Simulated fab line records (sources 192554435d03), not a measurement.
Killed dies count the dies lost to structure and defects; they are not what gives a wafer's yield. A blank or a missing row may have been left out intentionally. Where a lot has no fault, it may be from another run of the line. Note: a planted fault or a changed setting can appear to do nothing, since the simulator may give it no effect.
What tool caused it? | flow n5-finfet | 11 lots with 31 wafers sampled at 5 steps, on a route of 1938 steps

## WHAT EACH GAUGE READ, for each wafer
N5_BEOL_M4_RC_MEAS_101. Usual: DIBL_N 36.6 mV/V, standard deviation 2.1; DIBL_P 36.5 mV/V, standard deviation 2.7; IOFF_N 0.17 nA/um, standard deviation 0.043; IOFF_P 0.22 nA/um, standard deviation 0.045; ION_N 674 uA/um, standard deviation 17; ION_P 461 uA/um, standard deviation 9.9; SS_N 71.7 mV/dec, standard deviation 0.79; SS_P 73.4 mV/dec, standard deviation 0.79; VT_N 249 mV, standard deviation 4; VT_P -250 mV, standard deviation 3.3.
lot  | measured     | on        | DIBL_N (mV/V)  | DIBL_P (mV/V)  | IOFF_N (nA/um) | IOFF_P (nA/um) | ION_N (uA/um) | ION_P (uA/um) | SS_N (mV/dec)  | SS_P (mV/dec)  | VT_N (mV)   | VT_P (mV)      | flag
L543 | day 9 02:56  | prober-02 | 40.5 37.7 38.3 | 39.4 35.1 37.4 | 0.23 0.17 0.20 | 0.26 0.19 0.23 | 695 676 693   | 463 454 464   | 73.2 72.8 72.4 | 74.4 73.9 73.9 | 247 250 248 | -250 -254 -248 |
L544 | day 9 08:06  | prober-02 | 34.9 35.6 36.0 | 34.8 34.2 34.3 | 0.16 0.17 0.17 | 0.26 0.25 0.25 | 695 653 679   | 487 460 465   | 71.3 71.6 71.9 | 72.6 73.1 73.2 | 249 250 248 | -244 -245 -246 |
L546 | day 9 23:44  | prober-02 | 39.5 39.0 37.1 | 41.3 40.2 36.6 | 0.25 0.25 0.20 | 0.30 0.30 0.23 | 692 689 687   | 469 468 465   | 73.0 72.0 72.0 | 74.9 74.1 73.9 | 244 242 248 | -246 -245 -246 |
L548 | day 9 17:14  | prober-01 | 35.3 32.8 32.1 | 37.4 33.5 33.0 | 0.13 0.10 0.10 | 0.21 0.16 0.15 | 659 664 662   | 456 462 459   | 71.8 70.7 71.0 | 73.9 72.6 72.1 | 252 256 257 | -251 -254 -254 |
L555 | day 11 13:39 | prober-02 | 34.3 39.3 37.2 | 33.8 40.0 37.4 | 0.13 0.23 0.18 | 0.17 0.26 0.22 | 665 699 682   | 460 466 461   | 71.2 72.1 71.0 | 74.0 74.0 73.3 | 250 242 248 | -251 -248 -249 |
L557 | day 12 10:00 | prober-02 | 37.2 39.3 35.4 | 38.4 40.1 35.7 | 0.15 0.21 0.14 | 0.22 0.26 0.18 | 660 677 668   | 455 462 460   | 72.0 72.3 71.1 | 73.3 73.8 72.7 | 252 245 248 | -249 -247 -250 |
L558 | day 12 11:46 | prober-02 | 37.5 36.2      | 37.3 36.1      | 0.21 0.18      | 0.22 0.20      | 678 699       | 460 469       | 71.7 71.6      | 73.9 73.4      | 244 246     | -250 -250      |
L560 | day 12 18:49 | prober-01 | 37.2 36.0 37.9 | 37.7 36.6 38.2 | 0.18 0.17 0.19 | 0.24 0.23 0.24 | 699 678 664   | 478 465 456   | 72.0 71.1 72.0 | 73.5 73.3 73.2 | 247 246 245 | -246 -247 -249 |
L563 | day 15 04:58 | prober-02 | 34.8 33.9      | 32.7 32.3      | 0.12 0.10      | 0.14 0.14      | 672 645       | 456 446       | 70.9 70.4      | 72.0 72.4      | 254 257     | -254 -256      |
L562 | day 14 02:22 | prober-02 | 36.5 40.9 36.9 | 38.2 43.3 38.2 | 0.16 0.30 0.18 | 0.23 0.37 0.23 | 661 712 682   | 455 483 462   | 71.5 72.4 71.4 | 74.0 75.4 74.2 | 251 240 247 | -251 -245 -251 |
L564 | day 14 08:18 | prober-02 | 38.0 37.7 35.5 | 35.3 35.8 33.8 | 0.19 0.16 0.14 | 0.20 0.20 0.17 | 693 654 680   | 467 445 472   | 72.9 71.8 71.3 | 73.4 73.4 73.6 | 246 251 251 | -252 -252 -252 |

## EACH LOT AND THE TOOL THAT RAN IT (in order: tool; ch and the chambers of the sampled wafers; start)
lot  | N5_BEOL_M1_ANNEAL_91         | N5_BEOL_M1_SPUTTER_92        | N5_BEOL_M1_DEP_57               | N5_BEOL_M2_COAT_62
L543 | pvd-sputter-01, day 7 20:03  | pvd-sputter-01, day 7 20:11  | pecvd-03 ch 0,1, day 7 21:47    | litho-track-02 ch 0, day 7 22:42
L544 | pvd-sputter-02, day 7 23:08  | pvd-sputter-02, day 7 23:17  | pecvd-02 ch 1,2, day 8 00:44    | litho-track-04 ch 0, day 8 02:10
L546 | pvd-sputter-02, day 8 00:59  | pvd-sputter-02, day 8 01:07  | pecvd-04 ch 0,1,2, day 8 02:32  | litho-track-02 ch 0, day 8 03:30
L548 | pvd-sputter-02, day 8 03:59  | pvd-sputter-02, day 8 04:07  | pecvd-04 ch 0,1, day 8 06:05    | litho-track-02 ch 0, day 8 07:21
L555 | pvd-sputter-01, day 10 09:17 | pvd-sputter-01, day 10 09:25 | pecvd-02 ch 0,1, day 10 10:50   | litho-track-02 ch 0, day 10 12:14
L557 | pvd-sputter-03, day 10 17:46 | pvd-sputter-03, day 10 17:54 | pecvd-04 ch 0,2, day 10 19:20   | litho-track-02 ch 0, day 10 19:47
L558 | pvd-sputter-01, day 10 20:45 | pvd-sputter-01, day 10 20:53 | pecvd-02 ch 0,2, day 10 22:25   | litho-track-03 ch 0, day 10 23:04
L560 | pvd-sputter-01, day 11 08:15 | pvd-sputter-01, day 11 08:23 | pecvd-03 ch 0,1,2, day 11 09:50 | litho-track-03 ch 0, day 11 10:16
L563 | pvd-sputter-02, day 11 18:14 | pvd-sputter-02, day 11 18:22 | pecvd-03 ch 1,2, day 11 19:48   | litho-track-04 ch 0, day 11 22:24
L562 | pvd-sputter-02, day 12 01:50 | pvd-sputter-02, day 12 01:58 | pecvd-02 ch 0,2, day 12 03:52   | litho-track-03 ch 0, day 12 04:41
L564 | pvd-sputter-02, day 12 10:28 | pvd-sputter-02, day 12 10:37 | pecvd-03 ch 0,2, day 12 12:07   | litho-track-03 ch 0, day 12 16:19
- N5_BEOL_M1_ANNEAL_91: time 240 s.
- N5_BEOL_M1_SPUTTER_92: material Cu, target thk 4.5 nm, time 8.29 s.
- N5_BEOL_M1_DEP_57: deposits SiCN from 3MS/NH3, target thk 8 nm, time 14 s.
- N5_BEOL_M2_COAT_62: time 60 s, resist thk 12 nm.

## AS READ BY THE TOOLS THEMSELVES (means over the sampled wafers that have a number; for cases with no such wafer, the mark the record gives instead)
N5_BEOL_M1_ANNEAL_91. Usual: heater-power-w reads 859 W (standard deviation 120).
lot  | tool           | heater-power-w (W) | flag
L543 | pvd-sputter-01 | 916                |
L544 | pvd-sputter-02 | 833                |
L546 | pvd-sputter-02 | 809                |
L548 | pvd-sputter-02 | 915                |
L555 | pvd-sputter-01 | 946                |
L557 | pvd-sputter-03 | 819                |
L558 | pvd-sputter-01 | 834                |
L560 | pvd-sputter-01 | 940                |
L563 | pvd-sputter-02 | 886                |
L562 | pvd-sputter-02 | 888                |
L564 | pvd-sputter-02 | 805                |

N5_BEOL_M1_SPUTTER_92. Usual: throttle-valve-pct reads 30.1 % (standard deviation 0.91).
lot  | tool           | throttle-valve-pct (%) | flag
L543 | pvd-sputter-01 | 29.4                   |
L544 | pvd-sputter-02 | 30.0                   |
L546 | pvd-sputter-02 | 29.6                   |
L548 | pvd-sputter-02 | 30.4                   |
L555 | pvd-sputter-01 | 30.2                   |
L557 | pvd-sputter-03 | 31.0                   |
L558 | pvd-sputter-01 | 28.8                   |
L560 | pvd-sputter-01 | 30.1                   |
L563 | pvd-sputter-02 | 30.2                   |
L562 | pvd-sputter-02 | 29.9                   |
L564 | pvd-sputter-02 | 30.1                   |

N5_BEOL_M1_DEP_57. Usual: chamber-pressure-Torr 3.000 Torr, standard deviation 0.0061; showerhead-plenum-p-Torr 3.673 Torr, standard deviation 0.0097; throttle-valve-pct 8.9 %, standard deviation 0.61.
lot  | tool     | chamber-pressure-Torr (Torr) | showerhead-plenum-p-Torr (Torr) | throttle-valve-pct (%) | flag
L543 | pecvd-03 | 3.004                        | 3.676                           | 8.9                    |
L544 | pecvd-02 | 3.001                        | 3.671                           | 8.4                    |
L546 | pecvd-04 | 3.003                        | 3.680                           | 9.4                    |
L548 | pecvd-04 | 2.996                        | 3.679                           | 10.0                   |
L555 | pecvd-02 | 2.998                        | 3.668                           | 8.8                    |
L557 | pecvd-04 | 3.001                        | 3.673                           | 9.1                    |
L558 | pecvd-02 | 2.998                        | 3.679                           | 8.6                    |
L560 | pecvd-03 | 3.003                        | 3.670                           | 8.6                    |
L563 | pecvd-03 | 3.002                        | 3.673                           | 8.4                    |
L562 | pecvd-02 | 2.995                        | 3.680                           | 8.4                    |
L564 | pecvd-03 | 2.996                        | 3.675                           | 8.7                    |

N5_BEOL_M2_COAT_62. Usual: exhaust-pa 44.9 Pa, standard deviation 0.82; plate-temp-C 219.99 C, standard deviation 0.18; spin-speed-rpm 1499.9 rpm, standard deviation 1.
lot  | tool           | exhaust-pa (Pa) | plate-temp-C (C) | spin-speed-rpm (rpm) | flag
L543 | litho-track-02 | 44.3            | 219.98           | 1500.1               |
L544 | litho-track-04 | 44.4            | 220.15           | 1500.4               |
L546 | litho-track-02 | 45.7            | 220.02           | 1499.8               |
L548 | litho-track-02 | 45.6            | 220.06           | 1499.7               |
L555 | litho-track-02 | 44.5            | 220.01           | 1634.7               | OFF
L557 | litho-track-02 | 44.9            | 219.97           | 1633.3               | OFF
L558 | litho-track-03 | 44.8            | 220.05           | 1499.0               |
L560 | litho-track-03 | 45.0            | 220.08           | 1500.0               |
L563 | litho-track-04 | 45.9            | 219.89           | 1500.7               |
L562 | litho-track-03 | 44.9            | 219.84           | 1499.7               |
L564 | litho-track-03 | 45.5            | 219.83           | 1499.8               |

## THE ANSWER, worked out from the rows above alone
Rule: take the mean of a lot's wafers that have a number; if it is more than 3 standard deviations from the usual mean, the lot is off. Also off: a lot with no number at a reading for which 4 or more lots have one. Where the step has rows for the other lots, those lots are counted as sound. First the gauges in route order, then the tools' own readings, where a lot's mean is used as printed above. The first step at which some lot is off is used, and at that step the reading that is off furthest; a lot without a number counts as furthest.
Off, at N5_BEOL_M2_COAT_62 on spin-speed-rpm: L555, L557.
If a tool, at that step or one of the process steps before it, ran each lot that is off and ran no sound lot following the first of them, it fits. One fits: N5_BEOL_M2_COAT_62 on litho-track-02. A fault onset in the window from L548 (day 8 07:21, its last sound lot) to L555 (day 10 12:14, its first lot off) fits.
The tool's own readings at N5_BEOL_M2_COAT_62 bear it out: on the lots that are off they differ by more than 5 times the standard deviation of the sound lots' means. spin-speed-rpm reads 1634.0 rpm there against 1499.9 rpm on the sound lots.

## WHAT WAS PUT IN BY THE SIMULATOR
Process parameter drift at N5_BEOL_M2_COAT_62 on litho-track-02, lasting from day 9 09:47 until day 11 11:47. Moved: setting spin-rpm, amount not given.
Shown lots that were struck: L555, L557. Same finding as the rule above.
